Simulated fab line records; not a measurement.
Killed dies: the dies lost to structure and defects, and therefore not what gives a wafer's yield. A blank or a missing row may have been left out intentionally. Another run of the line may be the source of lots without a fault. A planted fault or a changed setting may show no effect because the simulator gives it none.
Matching of chambers | flow nand-harc | pecvd-01 running NHARC_A_STAIRCASE_DEP_151: 3 sister chambers
The step deposits SiO2, target thk 3800 nm. 3 wafers are shown with their chamber, then 9 later ones without.

== WAFERS, EACH WITH ITS CHAMBER ==
wafer  | chamber | heater-power-w (W)
L089.1 | 2       | 706
L089.2 | 0       | 816
L089.4 | 1       | 559

== WAFERS WITHOUT THEIR CHAMBER ==
wafer  | heater-power-w (W)
L090.1 | 725
L090.3 | 763
L090.6 | 543
L095.1 | 645
L095.3 | 682
L095.4 | 541
L097.2 | 798
L097.4 | 678
L097.5 | 653

== WHICH CHAMBER EACH WENT THROUGH ==
wafer  | from the rows above     | in truth
L090.1 | can't be placed: 2 or 0 | 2
L090.3 | can't be placed: 0 or 2 | 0
L090.6 | 1                       | 1
L095.1 | can't be placed: 2 or 1 | 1
L095.3 | 2                       | 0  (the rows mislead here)
L095.4 | 1                       | 1
L097.2 | 0                       | 0
L097.4 | 2                       | 2
L097.5 | can't be placed: 2 or 1 | 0
4 of 9 placed correctly. These rows do not allow placing 4 (true chamber among the candidates in 3). Wrongly placed: 1.
How it was worked out, from the rows above alone: a wafer's distance from a chamber is the root of the sum, over the readings, of the square of ((its reading less the chamber's mean) divided by the reading's scatter). The wafer belongs to the nearest chamber; if the next one is less than 2 further off, it can't be placed. Each chamber's mean is taken over the wafers shown for it. The scatter (one wafer shown for each chamber): square how far every hidden wafer sits from the nearest shown wafer, average those squares and take the square root.
